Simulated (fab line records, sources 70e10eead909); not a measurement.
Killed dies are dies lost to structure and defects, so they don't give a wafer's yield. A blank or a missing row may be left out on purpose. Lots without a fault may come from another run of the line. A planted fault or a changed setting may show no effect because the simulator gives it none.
Chamber matching | flow nand_harc | NHARC_A_STAIRCASE_CMP_152 on cmp-01: 4 sister chambers
The step polishes. 16 wafers are shown with their chamber, then 8 later ones without.

WAFERS WITH THEIR CHAMBER
wafer  | chamber | motor_current_A (A) | retaining_ring_pressure_frac | edge_zone_pressure_frac
L076.1 | 0       | 13.7                | 1.000                        | 1.012
L076.2 | 1       | 13.2                | 0.998                        | 1.008
L076.6 | 3       | 10.6                | 0.997                        | 1.003
L077.2 | 1       | 13.2                | 1.004                        | 0.995
L077.5 | 1       | 12.7                | 0.997                        | 1.000
L077.6 | 0       | 13.5                | 0.998                        | 0.997
L079.1 | 3       | 10.6                | 1.000                        | 0.996
L079.3 | 2       | 12.7                | 0.995                        | 0.998
L079.6 | 3       | 10.9                | 0.996                        | 1.006
L083.2 | 1       | 13.0                | 0.999                        | 1.001
L083.5 | 0       | 13.4                | 0.991                        | 0.999
L083.6 | 3       | 11.0                | 1.000                        | 0.998
L085.1 | 1       | 12.9                | 0.994                        | 0.998
L085.3 | 3       | 11.5                | 1.002                        | 0.996
L085.6 | 1       | 13.3                | 0.998                        | 0.999
L091.1 | 0       | 13.7                | 0.994                        | 1.006

SIGNATURES (means of the wafers above)
reading                      | chamber 0 | chamber 1 | chamber 2 | chamber 3 | scatter within a chamber
motor_current_A              | 13.575    | 13.050    | 12.700    | 10.920    | 0.269
retaining_ring_pressure_frac | 0.99575   | 0.99833   | 0.99500   | 0.99900   | 0.00324
edge_zone_pressure_frac      | 1.00350   | 1.00017   | 0.99800   | 0.99980   | 0.00514
Rule: a wafer's distance from a chamber is the root of the sum, over the readings, of the square of ((its reading less the chamber's mean) divided by the reading's scatter). The wafer belongs to the nearest chamber; if the next one is less than 2 further off, it can't be placed. The scatter: the root of (the sum of the squares of (reading less its chamber's mean) over the shown wafers, divided by (wafers less chambers)).

WAFERS WITHOUT THEIR CHAMBER
wafer  | motor_current_A (A) | retaining_ring_pressure_frac | edge_zone_pressure_frac
L091.2 | 10.6                | 1.003                        | 1.004
L091.3 | 13.1                | 0.993                        | 1.006
L092.4 | 13.0                | 0.998                        | 1.000
L092.5 | 13.9                | 1.002                        | 1.004
L092.6 | 13.6                | 1.002                        | 1.004
L093.1 | 13.4                | 0.991                        | 1.000
L093.3 | 10.8                | 0.997                        | 0.996
L093.4 | 12.2                | 1.001                        | 1.005

WHICH CHAMBER EACH WENT THROUGH
wafer  | from the rows above          | in truth
L091.2 | 3                            | 3
L091.3 | can't be placed: 1 or 0 or 2 | 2
L092.4 | can't be placed: 1 or 2      | 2
L092.5 | can't be placed: 0 or 1      | 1
L092.6 | can't be placed: 0 or 1      | 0
L093.1 | can't be placed: 0 or 1 or 2 | 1
L093.3 | 3                            | 3
L093.4 | can't be placed: 2 or 1 or 3 | 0
Placed correctly: 2 of 8. Can't be placed from these rows: 6 (the true chamber is among the candidates in 5). Placed wrongly: 0.
